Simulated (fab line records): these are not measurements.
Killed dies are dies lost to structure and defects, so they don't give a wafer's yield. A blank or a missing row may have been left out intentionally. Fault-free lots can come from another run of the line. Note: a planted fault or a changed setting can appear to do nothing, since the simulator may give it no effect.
Matching of chambers | flow n5Finfet | 4 sister chambers for N5_BEOL_M8_STRIP_36 on rieDiel-04
The step strips in N2/H2. 4 wafers are shown with their chamber, then 12 later ones without.

## WAFERS, EACH WITH ITS CHAMBER
wafer  | chamber | throttleValvePct (%)
L084.1 | 1       | 23.97
L084.3 | 3       | 23.78
L088.1 | 2       | 23.42
L088.4 | 0       | 23.05

## WAFERS WITHOUT THEIR CHAMBER
wafer  | throttleValvePct (%)
L091.2 | 23.44
L091.5 | 23.43
L091.6 | 23.78
L092.1 | 23.07
L092.4 | 23.99
L092.6 | 23.43
L094.1 | 23.06
L094.2 | 23.81
L094.6 | 23.80
L097.1 | 23.44
L097.2 | 23.83
L097.5 | 23.45

## EACH ONE'S CHAMBER
wafer  | from the rows above | in truth
L091.2 | 2                   | 2
L091.5 | 2                   | 2
L091.6 | 3                   | 3
L092.1 | 0                   | 0
L092.4 | 1                   | 1
L092.6 | 2                   | 2
L094.1 | 0                   | 0
L094.2 | 3                   | 3
L094.6 | 3                   | 3
L097.1 | 2                   | 2
L097.2 | 3                   | 3
L097.5 | 2                   | 2
Correct placement for 12 of the 12. Can't be placed from these rows: 0. Placed wrongly: 0.
How it was worked out, from the rows above alone: a wafer's distance from a chamber is the root of the sum, over the readings, of the square of ((its reading less the chamber's mean) divided by the reading's scatter). The wafer belongs to the nearest chamber; if the next one is less than 2 further off, it can't be placed. A chamber's mean is the mean of its shown wafers. The scatter: with one shown wafer a chamber, the root of the mean of the squares of how far each hidden wafer lies from its nearest shown one.
